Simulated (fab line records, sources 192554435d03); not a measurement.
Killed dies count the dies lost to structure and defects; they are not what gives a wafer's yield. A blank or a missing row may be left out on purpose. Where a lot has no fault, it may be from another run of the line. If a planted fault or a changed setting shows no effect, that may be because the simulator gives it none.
Matching of chambers :: flow n5 finfet :: N5_FIN_SAQP_ALD_61 on ald sin-01: 4 sister chambers
The step deposits SiO2, target thk 4 nm, pulse time 1 s, purge time 2 s. 18 wafers are shown with their chamber, then 9 later ones without.

== WAFERS WITH THEIR CHAMBER ==
wafer: L076.3
chamber: 2
heater power w (W): 562
precursor pulse height rel: 0.964
chamber pressure Torr (Torr): 2.002

wafer: L076.4
chamber: 1
heater power w (W): 416
precursor pulse height rel: 1.005
chamber pressure Torr (Torr): 2.006

wafer: L076.6
chamber: 2
heater power w (W): 559
precursor pulse height rel: 1.010
chamber pressure Torr (Torr): 1.999

wafer: L077.1
chamber: 1
heater power w (W): 428
precursor pulse height rel: 1.019
chamber pressure Torr (Torr): 2.008

wafer: L077.2
chamber: 2
heater power w (W): 549
precursor pulse height rel: 0.986
chamber pressure Torr (Torr): 2.003

wafer: L077.3
chamber: 0
heater power w (W): 448
precursor pulse height rel: 0.993
chamber pressure Torr (Torr): 1.999

wafer: L078.1
chamber: 3
heater power w (W): 516
precursor pulse height rel: 1.013
chamber pressure Torr (Torr): 1.999

wafer: L078.2
chamber: 0
heater power w (W): 459
precursor pulse height rel: 0.981
chamber pressure Torr (Torr): 1.990

wafer: L078.5
chamber: 1
heater power w (W): 421
precursor pulse height rel: 0.999
chamber pressure Torr (Torr): 2.000

wafer: L081.2
chamber: 0
heater power w (W): 460
precursor pulse height rel: 0.983
chamber pressure Torr (Torr): 2.005

wafer: L081.3
chamber: 3
heater power w (W): 526
precursor pulse height rel: 1.017
chamber pressure Torr (Torr): 1.997

wafer: L081.4
chamber: 1
heater power w (W): 427
precursor pulse height rel: 0.996
chamber pressure Torr (Torr): 1.996

wafer: L084.2
chamber: 2
heater power w (W): 558
precursor pulse height rel: 1.003
chamber pressure Torr (Torr): 1.994

wafer: L084.3
chamber: 3
heater power w (W): 526
precursor pulse height rel: 1.017
chamber pressure Torr (Torr): 1.998

wafer: L084.6
chamber: 1
heater power w (W): 417
precursor pulse height rel: 1.022
chamber pressure Torr (Torr): 1.999

wafer: L087.1
chamber: 1
heater power w (W): 394
precursor pulse height rel: 1.034
chamber pressure Torr (Torr): 1.998

wafer: L087.2
chamber: 0
heater power w (W): 434
precursor pulse height rel: 1.048
chamber pressure Torr (Torr): 1.995

wafer: L087.5
chamber: 1
heater power w (W): 394
precursor pulse height rel: 0.990
chamber pressure Torr (Torr): 1.997

SIGNATURES (averages over the wafers above)
reading: heater power w
chamber 0: 450.25
chamber 1: 413.86
chamber 2: 557.00
chamber 3: 522.67
scatter within a chamber: 11.4

reading: precursor pulse height rel
chamber 0: 1.00125
chamber 1: 1.00929
chamber 2: 0.99075
chamber 3: 1.01567
scatter within a chamber: 0.0204

reading: chamber pressure Torr
chamber 0: 1.99725
chamber 1: 2.00057
chamber 2: 1.99950
chamber 3: 1.99800
scatter within a chamber: 0.00462
Rule: for a wafer and a chamber, the distance is found by dividing, reading by reading, the gap between the wafer's reading and the chamber's mean by the reading's scatter, squaring, summing and taking the root. If the next closest chamber is less than 2 further off than the closest, the wafer can't be placed; otherwise it belongs to the closest. The scatter: take each reading less its chamber's mean, square it, sum over the shown wafers, divide by the number of wafers less the number of chambers, and take the root.

== WAFERS WHOSE CHAMBER IS MISSING ==
wafer: L088.1
heater power w (W): 513
precursor pulse height rel: 0.996
chamber pressure Torr (Torr): 2.006

wafer: L088.5
heater power w (W): 429
precursor pulse height rel: 0.983
chamber pressure Torr (Torr): 2.002

wafer: L088.6
heater power w (W): 394
precursor pulse height rel: 0.958
chamber pressure Torr (Torr): 1.997

wafer: L091.1
heater power w (W): 400
precursor pulse height rel: 1.006
chamber pressure Torr (Torr): 2.001

wafer: L091.4
heater power w (W): 426
precursor pulse height rel: 0.984
chamber pressure Torr (Torr): 2.002

wafer: L091.5
heater power w (W): 511
precursor pulse height rel: 1.013
chamber pressure Torr (Torr): 1.999

wafer: L097.2
heater power w (W): 550
precursor pulse height rel: 1.019
chamber pressure Torr (Torr): 1.995

wafer: L097.4
heater power w (W): 422
precursor pulse height rel: 0.998
chamber pressure Torr (Torr): 1.999

wafer: L097.5
heater power w (W): 396
precursor pulse height rel: 0.983
chamber pressure Torr (Torr): 2.001

== EACH ONE'S CHAMBER ==
wafer: L088.1
from the rows above: can't be placed: 3 or 2
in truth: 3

wafer: L088.5
from the rows above: can't be placed: 1 or 0
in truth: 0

wafer: L088.6
from the rows above: 1
in truth: 1

wafer: L091.1
from the rows above: 1
in truth: 1

wafer: L091.4
from the rows above: can't be placed: 1 or 0
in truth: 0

wafer: L091.5
from the rows above: 3
in truth: 3

wafer: L097.2
from the rows above: can't be placed: 2 or 3
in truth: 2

wafer: L097.4
from the rows above: can't be placed: 1 or 0
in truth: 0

wafer: L097.5
from the rows above: 1
in truth: 1
Placed correctly: 4 of 9. Can't be placed from these rows: 5 (the true chamber is among the candidates in 5). Number placed wrongly: 0.
